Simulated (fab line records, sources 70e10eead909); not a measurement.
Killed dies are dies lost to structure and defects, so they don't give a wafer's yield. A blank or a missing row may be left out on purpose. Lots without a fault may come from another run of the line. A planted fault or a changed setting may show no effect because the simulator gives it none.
fab line records | flow nand_harc
record lots=6 wafers=18 last_day=27
route steps=1159 shown A_CONTACT@857 END@1159
lots that met no fault: from a run of the same line without faults
start_h: hours from the record's first day to the start of the lot's first wafer shown | wait_h: hours since the lot's step before | " the same as in the row above | L1.1+2: a row that stands for several wafers | - no value, or no start given | * or withheld: withheld | < > ~ a bound
route shown NAME@n: a module of which the file shows steps, and the number in the route of the first | usual: mean/standard deviation of fault-free wafers | same: alike in all rows | chamber/n: place in a boat | sites: the reading at each site | _std_site: their standard deviation | _edge_site: outer sites' mean less inner sites' | radius_mm: how far each site lies from the wafer's centre | mask NAME#n: copy n | behind: the tool/chamber that last shaped the wafer | hold: why the lot was held/for how many hours/how that ended | device: the transistor (n, p or np) that didn't switch | end of line: the same wafers' tests at the end of the route | a step without rows: its recipe alone | killed: dies lost to structure and defects at the first sort, not the wafer's yield | map: a wafer's dies, x killed, . not, _ none there
set.NAME: the setting as run; set.NAME@STEP: as run at that earlier step | model.NAME: the simulator's own value behind a step, which no gauge read
lots at some steps of the route; a table a step, a row a wafer
services: from which hour (start_h, from the record's first day; less than 0 if before it) a tool's chamber was out of use, for how many hours, and why
## steps
# step NHARC_A_CONTACT_DESCUM_47
# recipe time_s=3 o2_flow_sccm=200 ar_flow_sccm=0 bias_power_w=0 chemistry=O2
# usual drypump_motor_current_A=5.8/0.61 oes_product_au=0.997/0.008 rf_vpp_V=57.7/0.92 showerhead_plenum_p_Torr=1.93/0.084 throttle_valve_pct=11.311/0.0084
# columns lot.wafer tool chamber start_h wait_h drypump_motor_current_A oes_product_au rf_hours_counter_h rf_vpp_V showerhead_plenum_p_Torr throttle_valve_pct
L473.4 rie_diel-04 2 451.02 0.1 6.4 1.001 73 56.7 1.92 11.311
L473.3 " 3 " " 5.1 1.000 72 57.1 2.04 11.301
L473.5 " 3 " " 5.1 1.002 - 58.0 2.04 11.309
L484.4 rie_diel-04 0 494.24 0.1 6.4 0.998 6 57.1 1.82 11.295
L484.3 " 2 " " 6.4 1.004 8 56.6 1.92 11.320
L484.5 " 3 " " 5.1 1.001 - 57.7 2.04 11.317
L482.4 rie_diel-04 3 497.22 0.1 5.1 1.006 7 58.7 2.04 11.303
L482.3 " 1 " " 5.4 0.996 9 58.4 1.92 11.296
L482.5 " 3 " " 5.1 1.003 - 58.2 2.04 11.312
L490.4 rie_diel-04 2 517.03 0.1 6.4 0.996 15 57.6 1.91 11.311
L490.3 " 3 " " 5.1 0.995 13 56.7 2.03 11.320
L490.5 " 2 " " 6.4 0.996 - 57.2 1.91 11.307
L492.1 rie_diel-06 0 524.24 0.1 6.7 0.998 23 58.2 1.95 11.300
L492.3 " 1 " " 5.0 0.990 22 57.2 2.03 11.311
L492.6 " 0 " " 6.7 0.984 - 57.1 1.95 11.307
L487.4 rie_diel-06 0 528.96 0.1 6.7 0.995 25 57.9 1.94 11.296
L487.3 " 2 " " 5.3 1.003 23 58.4 1.79 11.322
L487.5 " 1 " " 5.0 0.984 - 56.5 2.03 11.313
# step NHARC_A_CONTACT_ETCH_48
# recipe target_depth_a=390 over_etch_frac=0.3 time_s=65 ion_energy_ev=80 cf4_flow_sccm=150 ar_flow_sccm=0 rf_w=300 bias_w=100 chemistry=CF4
# usual bias_w=99.99/0.3 cf4_flow_sccm=150.0/0.47 drypump_motor_current_A=5.8/0.6 oes_product_au=0.997/0.0075 rf_vpp_V=151.3/1.3 showerhead_plenum_p_Torr=1.78/0.073 throttle_valve_pct=13.284/0.0091
# columns lot.wafer tool chamber start_h wait_h bias_w cf4_flow_sccm drypump_motor_current_A oes_product_au rf_hours_counter_h rf_vpp_V showerhead_plenum_p_Torr throttle_valve_pct
L473.4 rie_diel-04 1 451.11 0.1 100.30 150.0 5.4 1.001 75 151.4 1.78 13.277
L473.3 " 2 " " 99.41 149.6 6.4 1.002 73 151.5 1.78 13.292
L473.5 " 0 " " 99.77 150.9 6.4 1.001 - 150.7 1.69 13.293
L484.4 rie_diel-04 0 494.32 0.1 99.70 150.0 6.4 1.007 6 150.1 1.69 13.304
L484.3 " 2 " " 99.66 149.9 6.4 1.001 8 151.9 1.77 13.282
L484.5 " 3 " " 99.56 149.8 5.1 1.001 - 152.2 1.87 13.287
L482.4 rie_diel-04 2 497.37 0.1 100.08 149.8 6.4 0.990 9 150.6 1.77 13.295
L482.3 " 3 " " 99.88 149.4 5.1 0.992 7 152.2 1.87 13.272
L482.5 " 0 " " 99.62 149.8 6.4 0.999 - 150.1 1.69 13.287
L490.3 rie_diel-04 0 517.11 0.1 100.16 150.6 6.4 1.003 12 150.7 1.68 13.286
L490.4 " 1 " " 100.14 150.1 5.4 0.992 14 152.1 1.78 13.306
L490.5 " 3 " " 100.12 150.0 5.1 1.004 - 151.9 1.87 13.275
L492.3 rie_diel-06 3 524.33 0.1 99.76 149.8 5.8 0.995 22 151.8 1.84 13.290
L492.1 " 1 " " 99.71 149.6 5.0 0.998 22 153.7 1.87 13.294
L492.6 " 3 " " 99.86 150.3 5.8 0.992 - 151.7 1.84 13.277
L487.4 rie_diel-06 0 529.06 0.1 100.45 150.5 6.7 0.985 25 151.9 1.80 13.277
L487.3 " 1 " " 100.41 150.1 5.0 0.991 24 154.2 1.87 13.277
L487.5 " 3 " " 99.84 149.5 5.9 0.977 - 149.9 1.84 13.291
# step NHARC_A_CONTACT_ETCH_49
# recipe target_depth_a=2600 over_etch_frac=0.3 time_s=475.3 ion_energy_ev=200 n2_flow_sccm=150 h2_flow_sccm=150 ar_flow_sccm=0 rf_w=400 bias_w=150 chemistry=N2/H2
# step NHARC_A_CONTACT_ETCH_50
# recipe target_depth_a=847 time_s=42.4 cf4_flow_sccm=100 chf3_flow_sccm=30 ar_flow_sccm=0 rf_w=500 bias_w=200 chemistry=CF4/CHF3
# step NHARC_A_CONTACT_ETCH_51
# recipe target_depth_a=36000 over_etch_frac=0.3 time_s=936 ion_energy_ev=150 o2_flow_sccm=400 cos_flow_sccm=20 ar_flow_sccm=0 rf_w=500 bias_w=300 chemistry=O2/COS
# usual bias_w=300.0/0.91 chamber_pressure_mTorr=20.003/0.019 drypump_motor_current_A=5.8/0.61 oes_product_au=0.997/0.0073 rf_vpp_V=314.5/2.1 showerhead_plenum_p_Torr=3.14/0.13 throttle_valve_pct=28.329/0.0081
# columns lot.wafer tool chamber start_h wait_h bias_w chamber_pressure_mTorr drypump_motor_current_A oes_product_au rf_hours_counter_h rf_vpp_V showerhead_plenum_p_Torr throttle_valve_pct
L473.4 rie_diel-04 2 - - 300.9 19.981 6.4 1.000 74 313.4 3.13 28.334
L473.3 " 1 " " 300.5 20.002 5.4 1.001 76 314.4 3.14 28.326
L473.5 " 3 " " 301.1 20.008 5.1 0.995 - 316.5 3.31 28.320
L484.4 rie_diel-04 1 - - 300.1 20.053 5.4 0.992 8 313.5 3.14 28.338
L484.3 " 2 " " 299.0 19.993 6.4 1.004 8 315.2 3.13 28.330
L484.5 " 0 " " 299.4 20.024 6.4 1.008 - 311.1 2.97 28.335
L482.3 rie_diel-04 0 - - 298.8 19.964 6.5 0.989 8 311.2 2.97 28.330
L482.4 " 3 " " 300.2 19.997 5.1 0.991 8 317.1 3.31 28.326
L482.5 " 1 " " 301.6 19.995 5.4 0.991 - 313.8 3.14 28.335
L490.3 rie_diel-04 1 - - 300.1 20.003 5.4 0.984 14 314.3 3.13 28.325
L490.4 " 2 " " 301.2 20.031 6.4 1.001 15 313.9 3.12 28.322
L490.5 " 0 " " 299.5 20.001 6.4 0.991 - 311.5 2.97 28.321
L492.1 rie_diel-06 0 - - 299.5 19.998 6.7 0.993 23 314.2 3.17 28.324
L492.3 " 2 " " 300.0 20.050 5.3 1.010 22 312.4 2.94 28.334
L492.6 " 3 " " 301.9 19.999 5.8 1.006 - 318.0 3.24 28.327
L487.4 rie_diel-06 2 - - 299.1 19.997 5.3 1.010 24 312.5 2.94 28.329
L487.3 " 3 " " 300.5 19.954 5.9 0.991 24 317.1 3.24 28.329
L487.5 " 1 " " 302.0 19.997 5.0 0.991 - 317.9 3.30 28.333
# step NHARC_A_CONTACT_ETCH_111
# recipe source_w=withheld pressure_mtorr=20 bias_v=withheld time_s=140 target_depth_a=7000 ar_flow_sccm=withheld c4f8_flow_sccm=withheld o2_flow_sccm=withheld chemistry=C4F8/O2/Ar
# step NHARC_A_CONTACT_ETCH_112
# recipe source_w=withheld pressure_mtorr=20 bias_v=3000 time_s=94 target_depth_a=9220 ar_flow_sccm=withheld c4f8_flow_sccm=withheld o2_flow_sccm=withheld chemistry=C4F8/O2/Ar
# step NHARC_A_CONTACT_ETCH_113
# recipe source_w=withheld pressure_mtorr=20 bias_v=3000 time_s=94 target_depth_a=9220 ar_flow_sccm=withheld c4f8_flow_sccm=withheld o2_flow_sccm=withheld chemistry=C4F8/O2/Ar
# usual chamber_pressure_mTorr=19.999/0.016 oes_air_line_au=1.005/0.02
# columns lot.wafer tool chamber start_h wait_h chamber_pressure_mTorr oes_air_line_au rf_hours_counter_h
L473.4 har_cap_etch-03 0 452.59 0.1 19.988 1.014 -
L473.3 " 1 " " 19.998 0.984 -
L473.5 " 0 " " 20.002 1.005 -
L484.3 har_cap_etch-02 1 495.81 0.1 19.974 1.001 -
L484.4 " 0 " " 19.959 1.002 -
L484.5 " 0 " " 19.989 1.006 -
L482.3 har_cap_etch-03 0 498.98 0.1 19.976 0.975 -
L482.4 " 1 " " 19.985 1.013 -
L482.5 " 1 " " 19.999 0.998 -
L490.3 har_cap_etch-01 0 518.61 0.1 19.992 0.983 -
L490.4 " 1 " " 20.003 0.999 -
L490.5 " 1 " " 19.987 1.020 -
L492.1 har_cap_etch-03 1 525.99 0.1 20.017 1.050 98
L492.3 " 1 " " 20.037 1.023 -
L492.6 " 0 " " 19.982 0.972 -
L487.3 har_cap_etch-02 1 530.58 0.1 20.018 1.007 -
L487.4 " 0 " " 20.011 0.997 -
L487.5 " 1 " " 19.999 1.010 -
# step NHARC_A_CONTACT_ETCH_114
# recipe source_w=withheld pressure_mtorr=20 bias_v=3000 time_s=94 target_depth_a=9220 ar_flow_sccm=withheld c4f8_flow_sccm=withheld o2_flow_sccm=withheld chemistry=C4F8/O2/Ar
# usual chamber_pressure_mTorr=20.001/0.019 oes_air_line_au=0.996/0.021
# columns lot.wafer tool chamber start_h wait_h chamber_pressure_mTorr oes_air_line_au rf_hours_counter_h
L473.4 har_cap_etch-03 0 452.68 0.1 20.009 1.020 -
L473.3 " 1 " " 19.981 1.024 -
L473.5 " 0 " " 19.981 1.001 -
L484.3 har_cap_etch-02 1 495.90 0.1 19.992 0.994 -
L484.4 " 0 " " 19.999 1.026 -
L484.5 " 0 " " 20.015 1.004 -
L482.3 har_cap_etch-03 0 499.10 0.1 19.989 1.042 -
L482.4 " 1 " " 20.018 0.994 -
L482.5 " 1 " " 20.011 0.981 -
L490.3 har_cap_etch-01 0 518.70 0.1 20.011 1.000 -
L490.4 " 1 " " 20.005 0.993 -
L490.5 " 1 " " 19.968 0.982 -
L492.1 har_cap_etch-03 1 526.08 0.1 20.008 0.952 98
L492.3 " 1 " " 20.015 0.950 -
L492.6 " 0 " " 19.974 1.003 -
L487.3 har_cap_etch-02 1 530.67 0.1 20.017 1.024 -
L487.4 " 0 " " 19.971 1.016 -
L487.5 " 1 " " 19.967 0.973 -
# step NHARC_A_CONTACT_ETCH_115
# recipe source_w=withheld pressure_mtorr=20 bias_v=3000 time_s=94 target_depth_a=9220 ar_flow_sccm=withheld c4f8_flow_sccm=withheld o2_flow_sccm=withheld chemistry=C4F8/O2/Ar
# step NHARC_A_CONTACT_ETCH_116
# recipe source_w=withheld pressure_mtorr=20 bias_v=3000 time_s=94 target_depth_a=9220 ar_flow_sccm=withheld c4f8_flow_sccm=withheld o2_flow_sccm=withheld chemistry=C4F8/O2/Ar
# step NHARC_A_CONTACT_ETCH_117
# recipe source_w=withheld pressure_mtorr=20 bias_v=3000 time_s=94 target_depth_a=9220 ar_flow_sccm=withheld c4f8_flow_sccm=withheld o2_flow_sccm=withheld chemistry=C4F8/O2/Ar
# step NHARC_A_CONTACT_ETCH_118
# recipe source_w=withheld pressure_mtorr=20 bias_v=3000 time_s=94 target_depth_a=9220 ar_flow_sccm=withheld c4f8_flow_sccm=withheld o2_flow_sccm=withheld chemistry=C4F8/O2/Ar
# usual chamber_pressure_mTorr=19.999/0.019 oes_air_line_au=1.000/0.021
# columns lot.wafer tool chamber start_h wait_h chamber_pressure_mTorr oes_air_line_au rf_hours_counter_h
L473.4 har_cap_etch-03 0 453.04 0.1 19.999 0.999 -
L473.3 " 1 " " 19.971 1.000 -
L473.5 " 0 " " 20.020 1.001 -
L484.3 har_cap_etch-02 1 496.27 0.1 - - -
L484.4 " 0 " " - - -
L484.5 " 0 " " - - -
L482.3 har_cap_etch-03 0 499.46 0.1 - - -
L482.4 " 1 " " - - -
L482.5 " 1 " " - - -
L490.3 har_cap_etch-01 0 519.06 0.1 20.008 1.004 -
L490.4 " 1 " " 20.009 0.982 -
L490.5 " 1 " " 20.001 1.013 -
L492.1 har_cap_etch-03 1 526.45 0.1 19.983 1.009 99
L492.3 " 1 " " 20.029 1.036 -
L492.6 " 0 " " 19.953 1.023 -
L487.3 har_cap_etch-02 1 531.03 0.1 19.960 1.005 -
L487.4 " 0 " " 19.998 0.988 -
L487.5 " 1 " " 19.996 1.000 -
# step NHARC_A_CONTACT_ETCH_119
# recipe source_w=withheld pressure_mtorr=20 bias_v=3000 time_s=94 target_depth_a=9220 ar_flow_sccm=withheld c4f8_flow_sccm=withheld o2_flow_sccm=withheld chemistry=C4F8/O2/Ar
# step NHARC_END_SORT_01
# recipe temp_c=25
# usual killed_at_array=29/11 killed_at_other=0.5/0.85 killed_at_periphery=3.0/2.3 killed_dies=33/12 killed_open=3.3/1.9 killed_short=2.0/1.5
# same gross_dies=677
# columns lot.wafer tool chamber start_h wait_h hold killed_at_array killed_at_other killed_at_periphery killed_dies killed_open killed_short
L473.3 prober-02 0 585.68 3.1 - 13 0 1 14 1 4
L473.4 prober-02 0 586.47 3.4 - 11 0 3 14 1 3
L473.5 prober-02 0 587.26 3.7 - 9 0 1 10 1 1
L484.3 prober-02 0 616.90 3.1 await_dispo/1.1h/scrap 676 0 1 677 2 1
L484.4 prober-02 0 617.70 3.4 await_dispo/1.1h/scrap 673 1 3 677 2 0
L484.5 prober-02 0 618.50 3.7 await_dispo/1.1h/scrap 673 1 3 677 6 1
L482.3 prober-02 0 624.72 3.1 await_dispo/7.2h/scrap 677 0 0 677 0 2
L482.4 prober-02 0 625.53 3.4 await_dispo/7.2h/scrap 675 0 2 677 6 2
L482.5 prober-02 0 626.34 3.7 await_dispo/7.2h/scrap 677 0 0 677 1 0
L492.1 prober-01 0 642.20 2.6 - 53 1 4 58 3 2
L492.3 prober-01 0 643.80 3.1 - 60 0 11 71 6 2
L492.6 prober-01 0 646.19 4.0 - 46 0 8 54 3 0
L487.3 prober-01 0 651.58 3.1 - 33 0 3 36 4 2
L487.4 prober-01 0 652.38 3.4 - 28 0 1 29 1 1
L487.5 prober-01 0 653.18 3.7 - 36 0 3 39 6 4
# killed by level:class
L473.3 A_CONTACT:chamber_film_flake=6 A_CHANNEL_HOLE_D1:chamber_film_flake=2 A_CHANNEL_HOLE_D1:geometric_particle:open=1 A_CHANNEL_FILL_D1:geometric_particle:short=1 A_SLIT:geometric_particle:short=1 A_WL_FILL:geometric_particle:short=1 A_CONTACT:geometric_particle:short=1 P_GATE:chamber_film_flake=1
L473.4 A_CONTACT:chamber_film_flake=5 A_CHANNEL_HOLE_D1:chamber_film_flake=3 P_STI:geometric_particle:short=1 P_GATE:geometric_particle:short=1 A_CHANNEL_FILL_D1:geometric_particle:short=1 A_WL_FILL:geometric_particle:open=1 P_STI:chamber_film_flake=1 A_STAIRCASE:chamber_film_flake=1
L473.5 A_CONTACT:chamber_film_flake=4 A_CHANNEL_HOLE_D1:chamber_film_flake=3 P_CONTACT:geometric_particle:open=1 A_M0:geometric_particle:short=1 A_STAIRCASE:chamber_film_flake=1
L484.3 A_CONTACT:area_etch=640 A_SLIT:chamber_film_flake=19 A_CHANNEL_HOLE_D1:chamber_film_flake=11 A_CONTACT:geometric_particle:open=2 A_STAIRCASE:chamber_film_flake=2 A_CHANNEL_FILL_D1:geometric_particle:short=1 P_ZERO_WELL:chamber_film_flake=1 A_WL_FILL:chamber_film_flake=1
L484.4 A_CONTACT:area_etch=634 A_CHANNEL_HOLE_D1:chamber_film_flake=17 A_SLIT:chamber_film_flake=10 A_CONTACT:chamber_film_flake=8 P_STI:chamber_film_flake=2 A_CHANNEL_FILL_D1:chamber_film_flake=2 P_M0:geometric_particle:open=1 A_M0:geometric_particle:open=1
L484.5 A_CONTACT:area_etch=626 A_CHANNEL_HOLE_D1:chamber_film_flake=18 A_SLIT:chamber_film_flake=18 P_STI:chamber_film_flake=3 A_STAIRCASE:chamber_film_flake=2 A_CHANNEL_FILL_D1:geometric_particle:open=1 A_SGD_CUT:geometric_particle:short=1 A_SGD_CUT:geometric_particle:open=1
L482.3 A_CONTACT:area_etch=652 A_STAIRCASE:chamber_film_flake=9 A_CHANNEL_HOLE_D1:chamber_film_flake=6 A_CONTACT:chamber_film_flake=6 A_CHANNEL_HOLE_D1:geometric_particle:short=1 A_SGD_CUT:geometric_particle:short=1 A_ZERO_WELL:chamber_film_flake=1 A_M0:chamber_film_flake=1
L482.4 A_CONTACT:area_etch=654 A_STAIRCASE:chamber_film_flake=7 A_CHANNEL_HOLE_D1:chamber_film_flake=3 A_ONON_D1:geometric_particle:open=2 A_CONTACT:chamber_film_flake=2 A_M0:chamber_film_flake=2 P_STI:geometric_particle:short=1 P_CONTACT:geometric_particle:open=1
L482.5 A_CONTACT:area_etch=658 A_CONTACT:chamber_film_flake=6 A_CHANNEL_HOLE_D1:chamber_film_flake=5 A_STAIRCASE:chamber_film_flake=4 A_M0:chamber_film_flake=2 A_SGD_CUT:geometric_particle:open=1 A_SLIT:chamber_film_flake=1
L492.1 A_SLIT:chamber_film_flake=19 A_CHANNEL_HOLE_D1:chamber_film_flake=14 A_CONTACT:chamber_film_flake=9 A_STAIRCASE:chamber_film_flake=3 A_CONTACT:geometric_particle:open=2 A_CHANNEL_FILL_D1:chamber_film_flake=2 P_GATE:geometric_particle:open=1 A_M0:geometric_particle:short=1
L492.3 A_CHANNEL_HOLE_D1:chamber_film_flake=25 A_SLIT:chamber_film_flake=21 P_STI:chamber_film_flake=4 A_STAIRCASE:chamber_film_flake=3 A_CONTACT:chamber_film_flake=3 A_WL_FILL:chamber_film_flake=3 P_M0:geometric_particle:open=2 P_M2:chamber_film_flake=2
L492.6 A_SLIT:chamber_film_flake=18 A_CHANNEL_HOLE_D1:chamber_film_flake=17 P_STI:chamber_film_flake=5 A_CONTACT:chamber_film_flake=4 A_CHANNEL_FILL_D1:chamber_film_flake=3 P_M2:chamber_film_flake=2 A_STAIRCASE:chamber_film_flake=2 P_GATE:geometric_particle:open=1
L487.3 A_CHANNEL_HOLE_D1:chamber_film_flake=22 A_STAIRCASE:chamber_film_flake=5 A_M0:geometric_particle:open=2 P_ZERO_WELL:chamber_film_flake=2 P_STI:geometric_particle:short=1 A_ONON_D1:geometric_particle:open=1 A_CONTACT:geometric_particle:open=1 A_M0:geometric_particle:short=1
L487.4 A_CHANNEL_HOLE_D1:chamber_film_flake=23 A_WL_FILL:geometric_particle:short=1 A_M0:geometric_particle:open=1 P_ZERO_WELL:chamber_film_flake=1 A_STAIRCASE:chamber_film_flake=1 A_SLIT:chamber_film_flake=1 A_M0:chamber_film_flake=1
L487.5 A_CHANNEL_HOLE_D1:chamber_film_flake=22 A_STAIRCASE:chamber_film_flake=5 P_CONTACT:geometric_particle:open=2 A_CONTACT:geometric_particle:short=2 P_M0:geometric_particle:short=1 A_CHANNEL_FILL_D1:geometric_particle:open=1 A_STAIRCASE:geometric_particle:short=1 A_SGD_CUT:geometric_particle:open=1
# map L482.3 (x killed, . not)
____________x____________
_________xxxxxxx_________
_______xxxxxxxxxxx_______
______xxxxxxxxxxxxx______
_____xxxxxxxxxxxxxxx_____
____xxxxxxxxxxxxxxxxx____
____xxxxxxxxxxxxxxxxx____
___xxxxxxxxxxxxxxxxxxx___
___xxxxxxxxxxxxxxxxxxx___
__xxxxxxxxxxxxxxxxxxxxx__
__xxxxxxxxxxxxxxxxxxxxx__
_xxxxxxxxxxxxxxxxxxxxxxx_
_xxxxxxxxxxxxxxxxxxxxxxx_
_xxxxxxxxxxxxxxxxxxxxxxx_
_xxxxxxxxxxxxxxxxxxxxxxx_
_xxxxxxxxxxxxxxxxxxxxxxx_
xxxxxxxxxxxxxxxxxxxxxxxxx
xxxxxxxxxxxxxxxxxxxxxxxxx
xxxxxxxxxxxxxxxxxxxxxxxxx
xxxxxxxxxxxxxxxxxxxxxxxxx
xxxxxxxxxxxxxxxxxxxxxxxxx
_xxxxxxxxxxxxxxxxxxxxxxx_
_xxxxxxxxxxxxxxxxxxxxxxx_
_xxxxxxxxxxxxxxxxxxxxxxx_
_xxxxxxxxxxxxxxxxxxxxxxx_
_xxxxxxxxxxxxxxxxxxxxxxx_
__xxxxxxxxxxxxxxxxxxxxx__
__xxxxxxxxxxxxxxxxxxxxx__
___xxxxxxxxxxxxxxxxxxx___
___xxxxxxxxxxxxxxxxxxx___
____xxxxxxxxxxxxxxxxx____
____xxxxxxxxxxxxxxxxx____
_____xxxxxxxxxxxxxxx_____
______xxxxxxxxxxxxx______
_______xxxxxxxxxxx_______
_________xxxxxxx_________
____________x____________
# map L484.3 (x killed, . not)
____________x____________
_________xxxxxxx_________
_______xxxxxxxxxxx_______
______xxxxxxxxxxxxx______
_____xxxxxxxxxxxxxxx_____
____xxxxxxxxxxxxxxxxx____
____xxxxxxxxxxxxxxxxx____
___xxxxxxxxxxxxxxxxxxx___
___xxxxxxxxxxxxxxxxxxx___
__xxxxxxxxxxxxxxxxxxxxx__
__xxxxxxxxxxxxxxxxxxxxx__
_xxxxxxxxxxxxxxxxxxxxxxx_
_xxxxxxxxxxxxxxxxxxxxxxx_
_xxxxxxxxxxxxxxxxxxxxxxx_
_xxxxxxxxxxxxxxxxxxxxxxx_
_xxxxxxxxxxxxxxxxxxxxxxx_
xxxxxxxxxxxxxxxxxxxxxxxxx
xxxxxxxxxxxxxxxxxxxxxxxxx
xxxxxxxxxxxxxxxxxxxxxxxxx
xxxxxxxxxxxxxxxxxxxxxxxxx
xxxxxxxxxxxxxxxxxxxxxxxxx
_xxxxxxxxxxxxxxxxxxxxxxx_
_xxxxxxxxxxxxxxxxxxxxxxx_
_xxxxxxxxxxxxxxxxxxxxxxx_
_xxxxxxxxxxxxxxxxxxxxxxx_
_xxxxxxxxxxxxxxxxxxxxxxx_
__xxxxxxxxxxxxxxxxxxxxx__
__xxxxxxxxxxxxxxxxxxxxx__
___xxxxxxxxxxxxxxxxxxx___
___xxxxxxxxxxxxxxxxxxx___
____xxxxxxxxxxxxxxxxx____
____xxxxxxxxxxxxxxxxx____
_____xxxxxxxxxxxxxxx_____
______xxxxxxxxxxxxx______
_______xxxxxxxxxxx_______
_________xxxxxxx_________
____________x____________
## services
# columns tool chamber start_h hours kind
rie_diel-04 0 445.48 - clean
rie_diel-04 1 445.48 - clean
rie_diel-04 2 445.48 - clean
rie_diel-04 3 445.48 - clean
rie_diel-04 3 452.01 - consumable_replace:focus_ring
rie_diel-04 3 452.01 9.0 scheduled_down
rie_diel-04 3 452.01 9.0 vent_cycle
rie_diel-04 3 461.57 8.7 repair
rie_diel-04 - 466.00 9.0 pm
rie_diel-04 0 466.00 9.0 vent_cycle
rie_diel-04 1 466.00 9.0 vent_cycle
rie_diel-04 2 466.00 9.0 vent_cycle
har_cap_etch-01 - 467.90 0.2 repair
rie_diel-04 0 475.00 - clean
rie_diel-04 1 475.00 - clean
rie_diel-04 1 475.00 - consumable_replace:focus_ring
rie_diel-04 2 475.00 - clean
rie_diel-04 3 475.00 - clean
rie_diel-04 0 499.50 - clean
rie_diel-04 1 499.50 - clean
rie_diel-04 2 499.50 - clean
rie_diel-04 3 499.50 - clean
rie_diel-04 0 524.00 - clean
rie_diel-04 1 524.00 - clean
## key
first_sign step=NHARC_A_CONTACT_ETCH_118 reading=tool_record direction=missing
effect step=NHARC_END_SORT_01 reading=killed_at_array direction=up sigmas=60 usual=29 struck=675
more_kills_born_at NHARC_A_CONTACT_ETCH_118@har_cap_etch-03=1964 NHARC_A_CONTACT_ETCH_118@har_cap_etch-02=1900
met_at NHARC_A_CONTACT_ETCH_118
struck_wafers L482.3,L482.4,L482.5,L484.3,L484.4,L484.5
later_rows_left_out L482.3,L482.4,L482.5,L484.3,L484.4,L484.5
tester_left_out L482,L484
onset_between 453.04 496.27
fault kind=skipped_step_whole tool=har_cap_etch-02,har_cap_etch-03 chamber=- onset_h=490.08 steps=NHARC_A_CONTACT_ETCH_118 scope=struck_lots_only
# tester_left_out: of these lots the tester's yield and bins aren't shown, on N5 and GAA mostly nor the transistor test; their killed dies are dies lost to structure and defects alone, not to doping, threshold or leakage, so they don't give the yield
# later_rows_left_out: the simulator's readings of these wafers behind a module that went badly wrong aren't trusted and aren't shown, but for the sort
